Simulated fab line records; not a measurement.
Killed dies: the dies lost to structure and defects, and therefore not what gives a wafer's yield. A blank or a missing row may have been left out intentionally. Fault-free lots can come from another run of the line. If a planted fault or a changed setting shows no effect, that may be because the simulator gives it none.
Chamber matching || flow n5 finfet || N5_BEOL_M11_ETCH_62 on rie diel-02: 4 sister chambers
The step etches SOC in N2/H2, target depth 110 nm, overetch 22 nm, time 165 s. 8 wafers are shown with their chamber, then 7 later ones without.

## WAFERS PAIRED WITH THEIR CHAMBERS
{"wafer": "L076.6", "chamber": 3, "drypump motor current A (A)": 5.7, "throttle valve pct (%)": 18.5}
{"wafer": "L086.2", "chamber": 2, "drypump motor current A (A)": 5.0, "throttle valve pct (%)": 17.6}
{"wafer": "L089.1", "chamber": 0, "drypump motor current A (A)": 4.9, "throttle valve pct (%)": 18.0}
{"wafer": "L089.2", "chamber": 2, "drypump motor current A (A)": 5.0, "throttle valve pct (%)": 17.6}
{"wafer": "L091.4", "chamber": 3, "drypump motor current A (A)": 5.7, "throttle valve pct (%)": 18.6}
{"wafer": "L091.5", "chamber": 1, "drypump motor current A (A)": 6.4, "throttle valve pct (%)": 17.7}
{"wafer": "L092.2", "chamber": 0, "drypump motor current A (A)": 4.8, "throttle valve pct (%)": 18.0}
{"wafer": "L092.3", "chamber": 1, "drypump motor current A (A)": 6.4, "throttle valve pct (%)": 17.7}

## WAFERS WITH NO CHAMBER GIVEN
{"wafer": "L092.5", "drypump motor current A (A)": 5.0, "throttle valve pct (%)": 17.6}
{"wafer": "L094.2", "drypump motor current A (A)": 5.0, "throttle valve pct (%)": 17.6}
{"wafer": "L094.3", "drypump motor current A (A)": 4.8, "throttle valve pct (%)": 18.0}
{"wafer": "L094.4", "drypump motor current A (A)": 6.4, "throttle valve pct (%)": 17.7}
{"wafer": "L095.1", "drypump motor current A (A)": 6.4, "throttle valve pct (%)": 17.8}
{"wafer": "L095.2", "drypump motor current A (A)": 5.0, "throttle valve pct (%)": 17.6}
{"wafer": "L095.6", "drypump motor current A (A)": 5.7, "throttle valve pct (%)": 18.6}

## EACH ONE'S CHAMBER
{"wafer": "L092.5", "from the rows above": 2, "in truth": 2}
{"wafer": "L094.2", "from the rows above": 2, "in truth": 2}
{"wafer": "L094.3", "from the rows above": 0, "in truth": 0}
{"wafer": "L094.4", "from the rows above": 1, "in truth": 1}
{"wafer": "L095.1", "from the rows above": 1, "in truth": 1}
{"wafer": "L095.2", "from the rows above": 2, "in truth": 2}
{"wafer": "L095.6", "from the rows above": 3, "in truth": 3}
7 of 7 placed correctly. Can't be placed from these rows: 0. Placed wrongly: 0.
How it was worked out, from the rows above alone: a wafer's distance from a chamber is the root of the sum, over the readings, of the square of ((its reading less the chamber's mean) divided by the reading's scatter). The wafer belongs to the nearest chamber; if the next one is less than 2 further off, it can't be placed. Each chamber's mean is taken over the wafers shown for it. The scatter: the root of (the sum of the squares of (reading less its chamber's mean) over the shown wafers, divided by (wafers less chambers)).
